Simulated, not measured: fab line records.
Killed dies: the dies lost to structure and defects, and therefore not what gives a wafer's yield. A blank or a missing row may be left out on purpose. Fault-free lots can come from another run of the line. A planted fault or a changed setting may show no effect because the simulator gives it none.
Code-filled problem report in 8D (eight disciplines) form / flow nand-harc / the parts of the form that need people (team, actions taken, sign-off) are left out

== 1. WHAT IS WRONG ==
Mean of killed-at-periphery at NHARC_END_SORT_01: 29.5 across 2 wafers in 2 lots; on wafers with no fault it is 2.9 (standard deviation 2.2). Relative to the usual mean, that is a shift of +12 standard deviations.
First observed at day 22 13:34: wafer L965.6, on prober-01. The record has a number at this step for 6 wafers belonging to 2 lots. Rule for "out", or "out of limits": more than 4 standard deviations from the usual mean. Any other wafer with a number is counted as sound.

== 2. WHAT IT IS AND WHAT IT IS NOT ==
question=which readings at this step | is=killed-at-periphery | is not=killed-at-array, killed-open, killed-short
question=which lots | is=L965, L969 | is not=-
question=which wafers of those lots | is=L965.6, L969.5 | is not=L965.4, L965.5, L969.1, L969.4
question=read on which gauges | is=prober-01 | is not=-
question=when | is=from day 22 13:34 | is not=up to then (2 sound wafers); but 2 sound wafers of L969 came after

== 3. WHAT RULES OUT EACH SUSPECT ==
Counting: a tool at a process step up to the reading stays a suspect if it ran every lot that is out. Sound lots after the first of them don't rule it out here, since some wafers of a struck lot are sound.
- the gauge at NHARC_END_SORT_01: kept. All the wafers that are out were read on prober-01, and no step on other tools shows them out.
- pvd-sputter-03 at NHARC_P_CONTACT_PRE_CLEAN_39 (time 19.5 s): kept. It ran every lot that is out, first L965 (day 8 23:07).
- rie-diel-01 at NHARC_THIN_TSV_DESCUM_14 (chemistry O2, time 3 s): kept. It ran every lot that is out, first L965 (day 21 11:29).
After the count, these remain: pvd-sputter-03 at NHARC_P_CONTACT_PRE_CLEAN_39, rie-diel-01 at NHARC_THIN_TSV_DESCUM_14 and prober-01 at NHARC_END_SORT_01.

== 4. THE CAUSE (what the simulator had put in) ==
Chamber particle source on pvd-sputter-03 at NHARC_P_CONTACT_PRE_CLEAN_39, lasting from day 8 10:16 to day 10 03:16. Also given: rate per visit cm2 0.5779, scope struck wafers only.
Counting left 3 suspects, and this tool is among them.

== 5. THE EFFECT CHAIN, in route order ==
Rows list readings where the struck wafers' mean (over those with a number) sits beyond 3 standard deviations from the usual. Scope: only readings with a usual standard deviation given in the record; hours: median across lots of the time from each lot's start at the first step in this table that gives one to its start at this step; sigmas: change in usual standard deviations.
hours=0; step=NHARC_END_SORT_01; reading=killed-at-periphery; usual=2.9; on struck wafers=29.5; change=+26.6; sigmas=+12

== 6. WHAT WOULD HAVE CAUGHT IT SOONER ==
The first out-of-limits reading at a measuring or inspecting step in this record came at day 22 13:34, 339 hours after the fault's start at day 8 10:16.
By day 22 13:34, every lot that is out (2) had started NHARC_P_CONTACT_PRE_CLEAN_39 on pvd-sputter-03. Holding the tool at that point would not have protected any of them.
